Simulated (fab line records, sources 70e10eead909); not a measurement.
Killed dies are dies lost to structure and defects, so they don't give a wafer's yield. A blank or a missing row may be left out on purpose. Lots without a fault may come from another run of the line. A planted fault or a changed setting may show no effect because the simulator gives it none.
Chamber matching | flow nand_harc | NHARC_A_CONTACT_ETCH_91 on rie_diel-08: 4 sister chambers
The step etches the open film in CH3F/O2, target depth 40 nm, time 85.7 s. 8 wafers are shown with their chamber, then 10 later ones without.

WAFERS WITH THEIR CHAMBER
wafer  | chamber | showerhead_plenum_p_Torr (Torr) | rf_vpp_V (V)
L084.4 | 2       | 2.60                            | 247.5
L087.2 | 1       | 2.40                            | 244.1
L091.3 | 2       | 2.59                            | 246.2
L090.1 | 0       | 2.37                            | 243.4
L090.4 | 1       | 2.39                            | 243.2
L090.5 | 3       | 2.34                            | 243.6
L094.1 | 0       | 2.37                            | 243.4
L094.3 | 3       | 2.34                            | 243.2

WAFERS WITHOUT THEIR CHAMBER
wafer  | showerhead_plenum_p_Torr (Torr) | rf_vpp_V (V)
L094.6 | 2.39                            | 242.6
L097.1 | 2.37                            | 243.4
L097.2 | 2.39                            | 242.0
L097.6 | 2.36                            | 242.2
L095.1 | 2.34                            | 243.0
L095.3 | 2.59                            | 246.2
L095.5 | 2.59                            | 246.0
L096.2 | 2.39                            | 244.0
L096.4 | 2.36                            | 242.0
L096.5 | 2.59                            | 246.2

WHICH CHAMBER EACH WENT THROUGH
wafer  | from the rows above     | in truth
L094.6 | 1                       | 1
L097.1 | 0                       | 0
L097.2 | can't be placed: 1 or 0 | 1
L097.6 | can't be placed: 0 or 3 | 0
L095.1 | 3                       | 3
L095.3 | 2                       | 2
L095.5 | 2                       | 2
L096.2 | 1                       | 1
L096.4 | can't be placed: 0 or 3 | 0
L096.5 | 2                       | 2
Placed correctly: 7 of 10. Can't be placed from these rows: 3 (the true chamber is among the candidates in 3). Placed wrongly: 0.
How it was worked out, from the rows above alone: a wafer's distance from a chamber is the root of the sum, over the readings, of the square of ((its reading less the chamber's mean) divided by the reading's scatter). The wafer belongs to the nearest chamber; if the next one is less than 2 further off, it can't be placed. A chamber's mean is the mean of its shown wafers. The scatter: the root of (the sum of the squares of (reading less its chamber's mean) over the shown wafers, divided by (wafers less chambers)).
